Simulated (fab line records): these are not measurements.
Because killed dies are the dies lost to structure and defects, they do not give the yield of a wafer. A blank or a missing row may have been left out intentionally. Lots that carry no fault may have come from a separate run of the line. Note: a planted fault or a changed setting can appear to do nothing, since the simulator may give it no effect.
Chamber matching / flow n5_finfet / N5_STI_FIN_REVEAL_CMP_04 on cmp-02: 4 sister chambers
The step polishes, stops on Si3N4, t overpolish 4 s, target thk 131.83 nm. 4 wafers are shown with their chamber, then 10 later ones without.

== WAFERS PAIRED WITH THEIR CHAMBERS ==
wafer=L090.5; chamber=2; motor_current_A (A)=8.2
wafer=L090.6; chamber=3; motor_current_A (A)=10.5
wafer=L091.2; chamber=1; motor_current_A (A)=8.2
wafer=L091.5; chamber=0; motor_current_A (A)=8.8

== WAFERS WITH NO CHAMBER GIVEN ==
wafer=L091.6; motor_current_A (A)=8.9
wafer=L092.1; motor_current_A (A)=10.4
wafer=L092.4; motor_current_A (A)=8.3
wafer=L092.6; motor_current_A (A)=10.3
wafer=L095.1; motor_current_A (A)=10.7
wafer=L095.2; motor_current_A (A)=8.4
wafer=L095.4; motor_current_A (A)=8.7
wafer=L097.1; motor_current_A (A)=9.8
wafer=L097.2; motor_current_A (A)=9.3
wafer=L097.5; motor_current_A (A)=8.6

== CHAMBER TAKEN BY EACH ==
wafer=L091.6; from the rows above=can't be placed: 0 or 1 or 2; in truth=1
wafer=L092.1; from the rows above=3; in truth=3
wafer=L092.4; from the rows above=can't be placed: 1 or 2 or 0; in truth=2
wafer=L092.6; from the rows above=3; in truth=3
wafer=L095.1; from the rows above=3; in truth=3
wafer=L095.2; from the rows above=can't be placed: 1 or 2 or 0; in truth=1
wafer=L095.4; from the rows above=can't be placed: 0 or 1 or 2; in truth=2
wafer=L097.1; from the rows above=can't be placed: 3 or 0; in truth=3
wafer=L097.2; from the rows above=can't be placed: 0 or 1 or 2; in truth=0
wafer=L097.5; from the rows above=can't be placed: 0 or 1 or 2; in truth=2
Correct placement for 3 of the 10. These rows do not allow placing 7 (true chamber among the candidates in 7). 0 placed wrongly.
How it was worked out, from the rows above alone: a wafer's distance from a chamber is the root of the sum, over the readings, of the square of ((its reading less the chamber's mean) divided by the reading's scatter). If the next closest chamber is less than 2 further off than the closest, the wafer can't be placed; otherwise it belongs to the closest. For every chamber, the mean is computed from those of its wafers that are shown. The scatter: with one shown wafer a chamber, the root of the mean of the squares of how far each hidden wafer lies from its nearest shown one.
